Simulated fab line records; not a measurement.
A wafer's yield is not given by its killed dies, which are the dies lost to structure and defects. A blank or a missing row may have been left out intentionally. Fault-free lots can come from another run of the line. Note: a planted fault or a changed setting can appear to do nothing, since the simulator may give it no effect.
One fault through the eyes of 2 desks :: flow n5_finfet :: each desk holds nothing but its own numbers, with what lay behind them at the end

## AT THE TOOL OWNER'S DESK: pvd_sputter-01
The tool's own readings at N5_BEOL_M1_SPUTTER_88 (material Cu, target thk 4.5 nm, time 8.29 s): means of the sampled wafers that have a number, for each lot that ran on this tool. The brackets show how far a lot's mean lies from the usual mean; more than 4 standard deviations puts the lot out of limits, marked OUT.
Columns: A = chuck_gas_flow_sccm at N5_BEOL_M1_SPUTTER_88, usual 1.27 sccm; B = throttle_valve_pct at N5_BEOL_M1_SPUTTER_88, usual 30.3 %
lot: L492
first seen here: day 6 13:28
A: 1.30
B: 30.7

lot: L494
first seen here: day 7 01:09
A: 1.33
B: 30.3

lot: L495
first seen here: day 7 05:57
A: 1.30
B: 30.5

lot: L500
first seen here: day 8 18:16
A: 1.31
B: 30.3

lot: L501
first seen here: day 9 07:26
A: 1.35
B: 29.0

lot: L510
first seen here: day 11 16:43
A: 1.32
B: 30.0
Finding of this desk: none of the 6 lots has anything out of limits.

## METROLOGY DESK
What the gauges read, lot by lot, whatever tool the lot ran on: means of the sampled wafers that have a number. The brackets show how far a lot's mean lies from the usual mean; more than 4 standard deviations puts the lot out of limits, marked OUT.
Columns: A = cd_nm at N5_PASSIVATION_CD_MEAS_44, usual 39999 nm
lot: L492
first seen here: day 13 21:39
A: 40003

lot: L494
first seen here: day 14 16:14
A: 40000

lot: L495
first seen here: day 14 17:50
A: 39999

lot: L496
first seen here: day 14 19:25
A: 40000

lot: L498
first seen here: day 15 01:19
A: 39999

lot: L497
first seen here: day 15 07:37
A: 40002

lot: L500
first seen here: day 16 00:38
A: 40003

lot: L501
first seen here: day 16 05:59
A: 40003

lot: L510
first seen here: day 20 01:44
A: 40000

lot: L514
first seen here: day 20 05:58
A: 39997
Finding of this desk: none of the 10 lots has anything out of limits.

## PUT TOGETHER
Nothing out of limits was seen by the tool owner's desk.
Nothing out of limits was seen by the metrology desk.

## WHAT WAS PUT IN BY THE SIMULATOR
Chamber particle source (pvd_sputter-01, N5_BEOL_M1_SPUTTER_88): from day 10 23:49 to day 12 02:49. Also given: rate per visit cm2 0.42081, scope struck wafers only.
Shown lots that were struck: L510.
